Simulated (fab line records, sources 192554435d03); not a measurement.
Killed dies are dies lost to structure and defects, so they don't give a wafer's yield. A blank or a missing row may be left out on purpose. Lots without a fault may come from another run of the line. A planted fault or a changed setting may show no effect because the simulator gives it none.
Split-lot experiment | flow n5_finfet | 7 lots, 21 wafers read, on a route of 1938 steps

THE SPLIT
At N5_BEOL_M3_VIA_ETCH_34 (etches the open film in C4F6/O2, target depth 69.4 nm, time 65.9 s), the setting bias_w was moved away from the recipe's 170 W on 4 of the 21 wafers read, by -13.8% to +17.5%. The other wafers ran this setting at the recipe's value.

The reading is taken at the split's own step.

THE READING
rf_vpp_V, in V, at N5_BEOL_M3_VIA_ETCH_34 (etches the open film in C4F6/O2, target depth 69.4 nm, time 65.9 s). Fault-free wafers of this fab line usually give 665 V, standard deviation 7 V.

wafer  | tool, chamber at the split | bias_w as run, W | against the recipe | rf_vpp_V, V | against lot-mates on the recipe
L079.1 | rie_diel-05, 3             | 170              | recipe             | 681         | -
L079.2 | rie_diel-05, 0             | 199.7            | +17.5%             | 747         | +66
L079.3 | rie_diel-05, 1             | 199.7            | +17.5%             | 763         | +82
L080.3 | rie_diel-06, 0             | 170              | recipe             | 658         | -
L080.4 | rie_diel-06, 1             | 170              | recipe             | 670         | -
L080.6 | rie_diel-06, 2             | 170              | recipe             | 664         | -
L081.1 | rie_diel-03, 1             | 170              | recipe             | 669         | -
L081.4 | rie_diel-03, 2             | 170              | recipe             | 669         | -
L081.6 | rie_diel-03, 3             | 170              | recipe             | 658         | -
L082.2 | rie_diel-06, 2             | 170              | recipe             | 664         | -
L082.3 | rie_diel-06, 1             | 170              | recipe             | 671         | -
L082.4 | rie_diel-06, 3             | 170              | recipe             | 662         | -
L088.3 | rie_diel-05, 2             | 178.4            | +4.9%              | 690         | +24
L088.4 | rie_diel-05, 1             | 170              | recipe             | 671         | -
L088.6 | rie_diel-05, 2             | 170              | recipe             | 662         | -
L097.4 | rie_diel-05, 0             | 170              | recipe             | 657         | -
L097.5 | rie_diel-05, 0             | 170              | recipe             | 657         | -
L097.6 | rie_diel-05, 1             | 146.6            | -13.8%             | 598         | -59
L096.1 | rie_diel-06, 3             | 170              | recipe             | 661         | -
L096.5 | rie_diel-06, 2             | 170              | recipe             | 663         | -
L096.6 | rie_diel-06, 3             | 170              | recipe             | 662         | -

THE FIT
A straight line over all 21 wafers: rf_vpp_V changes by +5.08 V for each +1% of bias_w; r = +0.98; the points scatter about the line by 6.5 V.
The same after taking each lot's own level away (the mean of its wafers on the recipe; 21 wafers): +4.26 V for each +1%; r = +0.99; scatter 4.4 V.
On that fit, the largest move of bias_w shifts the reading by 74 V.
The lots' own levels span 657.0 to 681.0 V, that is 3.4 times the standard deviation above.
So the lot-to-lot level changes the slope: the two fits differ.
Check: with one of the wafers moved furthest among these (+17.5%) left out of the fit, the line predicts +79.7 V for it against its lot-mates. It came out at +66 V against them.
Tool readings at the split's step, against how far the setting was moved: rf_vpp_V r = +0.98.

OTHER SPLITS ON THESE WAFERS
These wafers also went through other splits before the reading. Each is held against what the fit with the lots' levels taken away leaves over:
other split on the same wafers | wafers away from the commonest value | r with rf_vpp_V (lot level and that fit taken away)
N5_BEOL_M3_ETCH_64 time_s      | 10                                   | -0.35
N5_BEOL_M3_ETCH_70 source_w    | 6                                    | -0.14

THE FILE'S OWN FIT
rf_vpp_V changes by +4.3 V for each +1% of bias_w, r = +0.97.
